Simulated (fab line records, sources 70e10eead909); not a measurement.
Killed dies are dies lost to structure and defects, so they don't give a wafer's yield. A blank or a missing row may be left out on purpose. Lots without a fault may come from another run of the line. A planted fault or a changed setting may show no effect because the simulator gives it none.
Chamber matching | flow nand_harc | NHARC_A_STAIRCASE_CMP_152 on cmp-03: 4 sister chambers
The step polishes. 16 wafers are shown with their chamber, then 8 later ones without.

WAFERS WITH THEIR CHAMBER
wafer  | chamber | motor_current_A (A) | retaining_ring_pressure_frac
L075.1 | 1       | 13.4                | 1.007
L075.2 | 2       | 13.7                | 1.000
L075.5 | 0       | 10.1                | 0.992
L077.1 | 3       | 13.5                | 1.006
L077.2 | 1       | 13.9                | 0.997
L077.6 | 1       | 14.1                | 1.000
L079.2 | 0       | 9.7                 | 0.989
L079.4 | 3       | 12.3                | 1.005
L079.6 | 3       | 12.1                | 1.000
L080.3 | 2       | 13.2                | 1.011
L080.4 | 0       | 9.7                 | 1.005
L080.5 | 2       | 13.6                | 1.003
L083.1 | 0       | 9.2                 | 0.999
L083.3 | 2       | 13.1                | 1.001
L083.5 | 2       | 13.1                | 0.993
L088.1 | 0       | 9.4                 | 1.006

SIGNATURES (means of the wafers above)
reading                      | chamber 0 | chamber 1 | chamber 2 | chamber 3 | scatter within a chamber
motor_current_A              | 9.620     | 13.800    | 13.340    | 12.633    | 0.429
retaining_ring_pressure_frac | 0.99820   | 1.00133   | 1.00160   | 1.00367   | 0.00627
Rule: a wafer's distance from a chamber is the root of the sum, over the readings, of the square of ((its reading less the chamber's mean) divided by the reading's scatter). The wafer belongs to the nearest chamber; if the next one is less than 2 further off, it can't be placed. The scatter: the root of (the sum of the squares of (reading less its chamber's mean) over the shown wafers, divided by (wafers less chambers)).

WAFERS WITHOUT THEIR CHAMBER
wafer  | motor_current_A (A) | retaining_ring_pressure_frac
L088.3 | 13.1                | 1.006
L088.4 | 14.1                | 0.999
L094.3 | 13.6                | 0.999
L094.4 | 13.4                | 0.989
L094.6 | 13.4                | 1.001
L093.2 | 13.7                | 1.003
L093.4 | 13.5                | 0.999
L093.6 | 12.7                | 1.000

WHICH CHAMBER EACH WENT THROUGH
wafer  | from the rows above          | in truth
L088.3 | can't be placed: 2 or 3 or 1 | 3
L088.4 | can't be placed: 1 or 2      | 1
L094.3 | can't be placed: 1 or 2 or 3 | 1
L094.4 | can't be placed: 2 or 1 or 3 | 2
L094.6 | can't be placed: 2 or 1 or 3 | 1
L093.2 | can't be placed: 1 or 2      | 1
L093.4 | can't be placed: 2 or 1 or 3 | 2
L093.6 | can't be placed: 3 or 2 or 1 | 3
Placed correctly: 0 of 8. Can't be placed from these rows: 8 (the true chamber is among the candidates in 8). Placed wrongly: 0.
